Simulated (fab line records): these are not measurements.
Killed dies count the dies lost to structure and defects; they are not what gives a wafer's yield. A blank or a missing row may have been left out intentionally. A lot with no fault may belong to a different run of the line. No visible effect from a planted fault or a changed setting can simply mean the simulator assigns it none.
Which tool is to blame? || flow nand-harc || Sampling: 12 lots, 36 wafers, 3 of 1159 route steps

WHAT THE GAUGES READ, wafer by wafer
NHARC_A_CONTACT_INSPECT_23.
{"lot": "L074", "measured": "day 16 21:43", "on": "defect-inspect-01", "raw-defect-count": "458 305 300"}
{"lot": "L076", "measured": "day 17 18:16", "on": "defect-inspect-02", "raw-defect-count": "463 299 295"}
{"lot": "L080", "measured": "day 18 10:14", "on": "defect-inspect-01", "raw-defect-count": "377 326 362"}
{"lot": "L078", "measured": "day 18 18:34", "on": "defect-inspect-02", "raw-defect-count": "521 905 646"}
{"lot": "L082", "measured": "day 19 13:49", "on": "defect-inspect-01", "raw-defect-count": "380 536 797"}
{"lot": "L088", "measured": "day 20 02:50", "on": "defect-inspect-02", "raw-defect-count": "477 399 476"}
{"lot": "L085", "measured": "day 20 12:22", "on": "defect-inspect-01", "raw-defect-count": "283 438 272"}
{"lot": "L090", "measured": "day 20 19:45", "on": "defect-inspect-01", "raw-defect-count": "378 516 412"}
{"lot": "L093", "measured": "day 21 20:56", "on": "defect-inspect-02", "raw-defect-count": "753 653 391"}
{"lot": "L091", "measured": "day 21 22:56", "on": "defect-inspect-02", "raw-defect-count": "397 486 324"}
{"lot": "L096", "measured": "day 22 19:18", "on": "defect-inspect-02", "raw-defect-count": "376 343 279"}
{"lot": "L097", "measured": "day 23 13:33", "on": "defect-inspect-02", "raw-defect-count": "485 316 352"}

WHAT TOOL EACH LOT RAN ON (gives the tool, then ch and the chambers of the sampled wafers, and finally the start)
{"lot": "L074", "NHARC_A_CONTACT_ETCH_89": "rie-diel-10 ch 0,1,2, day 16 19:07 or earlier", "NHARC_A_CONTACT_ETCH_92": "rie-diel-09 ch 0,2,3, day 16 19:07"}
{"lot": "L076", "NHARC_A_CONTACT_ETCH_89": "rie-diel-10 ch 0,1,3, day 17 07:34 or earlier", "NHARC_A_CONTACT_ETCH_92": "rie-diel-10 ch 0,1,2, day 17 07:34"}
{"lot": "L080", "NHARC_A_CONTACT_ETCH_89": "rie-diel-02 ch 2,3, day 18 02:29 or earlier", "NHARC_A_CONTACT_ETCH_92": "rie-diel-10 ch 0,2,3, day 18 02:29"}
{"lot": "L078", "NHARC_A_CONTACT_ETCH_89": "rie-diel-10 ch 0,1, day 18 15:57 or earlier", "NHARC_A_CONTACT_ETCH_92": "rie-diel-10 ch 0,1,2, day 18 15:57"}
{"lot": "L082", "NHARC_A_CONTACT_ETCH_89": "rie-diel-09 ch 1,3, day 19 11:07 or earlier", "NHARC_A_CONTACT_ETCH_92": "rie-diel-10 ch 0,2,3, day 19 11:07"}
{"lot": "L088", "NHARC_A_CONTACT_ETCH_89": "rie-diel-02 ch 1,2,3, day 19 23:54 or earlier", "NHARC_A_CONTACT_ETCH_92": "rie-diel-10 ch 0,1,3, day 19 23:54"}
{"lot": "L085", "NHARC_A_CONTACT_ETCH_89": "rie-diel-02 ch 0,3, day 20 07:50 or earlier", "NHARC_A_CONTACT_ETCH_92": "rie-diel-10 ch 1,3, day 20 07:50"}
{"lot": "L090", "NHARC_A_CONTACT_ETCH_89": "rie-diel-10 ch 0,3, day 20 17:04 or earlier", "NHARC_A_CONTACT_ETCH_92": "rie-diel-09 ch 2,3, day 20 17:04"}
{"lot": "L093", "NHARC_A_CONTACT_ETCH_89": "rie-diel-02 ch 0,2,3, day 21 10:47 or earlier", "NHARC_A_CONTACT_ETCH_92": "rie-diel-02 ch 1,2,3, day 21 10:47"}
{"lot": "L091", "NHARC_A_CONTACT_ETCH_89": "rie-diel-09 ch 1,2,3, day 21 15:52 or earlier", "NHARC_A_CONTACT_ETCH_92": "rie-diel-10 ch 1,2,3, day 21 15:52"}
{"lot": "L096", "NHARC_A_CONTACT_ETCH_89": "rie-diel-09 ch 1,2,3, day 22 14:15 or earlier", "NHARC_A_CONTACT_ETCH_92": "rie-diel-09 ch 0,2, day 22 14:15"}
{"lot": "L097", "NHARC_A_CONTACT_ETCH_89": "rie-diel-02 ch 0,1,3, day 23 03:41 or earlier", "NHARC_A_CONTACT_ETCH_92": "rie-diel-09 ch 0,2,3, day 23 03:41"}
- NHARC_A_CONTACT_ETCH_89: etches the open film in N2/H2, target depth 260 nm, time 475.3 s.
- NHARC_A_CONTACT_ETCH_92: etches the open film in CH3F/O2, target depth 40 nm, time 85.7 s.

THE ANSWER, worked out from the rows above alone
Rule: the usual values come from the lots themselves. Put in order of their means at a reading, lots are off if they are a third of the lots or fewer, leave a main group of 4 or more, and stand apart from it by a gap of 3 or more times the standard deviation of the main group's means; of several such gaps the widest counts. A main group is skipped when, at the precision printed for the reading in the tables above, its means are all equal. A lot without any number at a reading at which 4 lots or more have one is off too. The other lots that the step has rows for count as sound.
None of the lots is off at any reading shown; this tells nothing.

WHAT THE SIMULATOR HAD INSERTED
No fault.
